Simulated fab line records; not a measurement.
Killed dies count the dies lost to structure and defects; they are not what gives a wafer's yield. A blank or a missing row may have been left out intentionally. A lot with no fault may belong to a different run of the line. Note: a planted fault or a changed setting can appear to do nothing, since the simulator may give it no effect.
A lot that was struck, set against a sound lot | flow nand_harc | 13 out of 1159 route steps
Sound: the wafers L351.1, L351.2, L351.4. Struck: wafers L358.3, L358.5 (left out: L358.2, a lot-mate that was not struck); the cause follows at the end.
At each step with rows: each side's tool, then ch and its chambers, then its first start. Under that, the readings that differ: sound wafers | struck wafers | difference of the means | sigmas: that difference in standard deviations of wafers without a fault.
alike: readings whose means differ by less than 2 such deviations, and words and numbers that are the same on both sides. not compared: withheld readings, readings that some wafer has no value for, bounds like >300 that may hide the same value, and numbers for which the record gives no deviation and whose values overlap.
A row with sigmas, a row that says differs or no value, or rows on one side alone: a step with any of these is where the two part. When numbers do not overlap yet have no deviation, they are printed without sigmas and do not part them. A reading that every wafer of one side lacks parts them only if that side has two wafers or more.

NHARC_A_SLIT_ETCH_29: etches the open film in CF4/O2, target depth 100 nm, overetch 10 nm, time 55 s.
  sound on rie_diel-08 ch 0,1,2, day 14 03:21; struck on rie_diel-13 ch 1,3, day 16 16:16
  alike: drypump_motor_current_A, oes_product_au, rf_fwd_power_W, rf_vpp_V, showerhead_plenum_p_Torr, throttle_valve_pct
  not compared: rf_hours_counter_h
NHARC_A_SLIT_STRIP_18: strips in O2.
  sound on rie_diel-08 ch 0,1,2; struck on rie_diel-13 ch 1,3
  alike: drypump_motor_current_A, oes_product_au, rf_vpp_V, showerhead_plenum_p_Torr, throttle_valve_pct
  not compared: rf_hours_counter_h
then, 2 steps without rows for these wafers: NHARC_A_SLIT_PRECLEAN_19 (cleans in SC1); NHARC_A_SLIT_SRD_20.
NHARC_A_SLIT_CD_MEAS_21:
  sound: cd_sem-01 at day 14 03:53; struck: cd_sem-03 at day 16 16:49
  alike: cd_nm
then, 3 steps without rows for these wafers: NHARC_A_SIN_REMOVE_WET_00 (chemistry H3PO4, time 15300 s); NHARC_A_SIN_REMOVE_PRECLEAN_01 (cleans in SC1); NHARC_A_SIN_REMOVE_SRD_02.
NHARC_A_SIN_REMOVE_INSPECT_04:
  sound: defect_inspect-01 at day 14 11:40; struck: defect_inspect-02 at day 16 22:50
  alike: raw_defect_count
NHARC_A_WL_FILL_ALD_00: deposits Al2O3, target thk 3 nm, pulse time 3 s, ald cycles 30.
  sound on ald_hk-04 ch 1,2,3, day 14 11:44; struck on ald_hk-02 ch 2,3, day 16 23:07
  alike: heater_power_w, precursor_pulse_height_rel
  not compared: ald_cycles
NHARC_A_WL_FILL_RTA_01: time 5 s.
  sound on rtp_anneal-01 ch 0, day 14 12:10; struck on rtp_anneal-01 ch 0, day 16 23:20
  alike: lamp_power_pct, lamp_zone_5_pct, wafer_temp_C_max
NHARC_A_WL_FILL_ALD_02: deposits TiN, target thk 2 nm, pulse time 3 s, ald cycles 100.
  sound on ald_metal-04 ch 0,2,3, day 14 12:25; struck on ald_metal-04 ch 0, day 16 23:34
  reading    | sound       | struck  | difference | sigmas
  ald_cycles | 100 100 100 | 144 144 | +44        |
  alike: heater_power_w, precursor_pulse_height_rel
-- the record jumps here: 5 days lie between the struck wafers' starts before and after (it left off in module A_WL_FILL and takes up again in module END, whose first step shown is number 1159 of the route) --
NHARC_END_SORT_01:
  sound on prober-01 ch 0, day 19 16:45; struck on prober-02 ch 0, day 21 16:22
  alike: killed_at_array, killed_at_other, killed_at_periphery, killed_dies, killed_open, killed_short

## WHERE THEY PART
Nowhere in this record.

WHY: whatever the simulator had introduced
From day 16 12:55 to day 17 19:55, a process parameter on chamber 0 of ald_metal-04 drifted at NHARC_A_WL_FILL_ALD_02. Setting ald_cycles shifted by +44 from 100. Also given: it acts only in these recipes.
